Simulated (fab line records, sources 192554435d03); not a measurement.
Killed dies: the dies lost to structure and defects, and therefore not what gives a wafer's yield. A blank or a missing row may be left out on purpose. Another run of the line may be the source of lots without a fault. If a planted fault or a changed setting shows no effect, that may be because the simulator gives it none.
Chamber matching + flow n5_finfet + ald_sin-02 running N5_STI_FIN_REVEAL_ALD_00: 4 sister chambers
The step deposits SiO2, target thk 1 nm, pulse time 1 s. 8 wafers are shown with their chamber, then 9 later ones without.

## WAFERS WITH THEIR CHAMBER
| wafer  | chamber | heater_power_w (W) | precursor_pulse_height_rel |
|--------|---------|--------------------|----------------------------|
| L086.1 | 3       | 562                | 1.009                      |
| L086.5 | 2       | 475                | 0.979                      |
| L086.6 | 1       | 430                | 1.026                      |
| L087.2 | 3       | 555                | 0.967                      |
| L087.4 | 2       | 469                | 1.016                      |
| L093.1 | 0       | 466                | 0.998                      |
| L093.2 | 1       | 434                | 1.012                      |
| L093.5 | 0       | 455                | 0.981                      |

## WAFERS MISSING THEIR CHAMBER
| wafer  | heater_power_w (W) | precursor_pulse_height_rel |
|--------|--------------------|----------------------------|
| L094.2 | 456                | 1.036                      |
| L094.3 | 462                | 0.989                      |
| L094.4 | 447                | 1.018                      |
| L095.1 | 473                | 1.008                      |
| L095.3 | 565                | 1.004                      |
| L095.5 | 460                | 0.967                      |
| L096.1 | 486                | 0.987                      |
| L096.3 | 470                | 0.988                      |
| L096.5 | 554                | 0.975                      |

## CHAMBER TAKEN BY EACH
| wafer  | from the rows above          | in truth |
|--------|------------------------------|----------|
| L094.2 | can't be placed: 0 or 2      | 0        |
| L094.3 | can't be placed: 0 or 2      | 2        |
| L094.4 | can't be placed: 1 or 0 or 2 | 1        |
| L095.1 | can't be placed: 2 or 0      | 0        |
| L095.3 | 3                            | 3        |
| L095.5 | can't be placed: 0 or 2      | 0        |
| L096.1 | 2                            | 2        |
| L096.3 | can't be placed: 2 or 0      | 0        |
| L096.5 | 3                            | 3        |
Placed correctly: 3 of 9. Cannot be placed on the basis of these rows: 6; the candidates contain the true chamber in 6. Wrongly placed: 0.
How it was worked out, from the rows above alone: a wafer's distance from a chamber is the root of the sum, over the readings, of the square of ((its reading less the chamber's mean) divided by the reading's scatter). The wafer belongs to the nearest chamber; if the next one is less than 2 further off, it can't be placed. Each chamber's mean is taken over the wafers shown for it. The scatter: take each reading less its chamber's mean, square it, sum over the shown wafers, divide by the number of wafers less the number of chambers, and take the root.
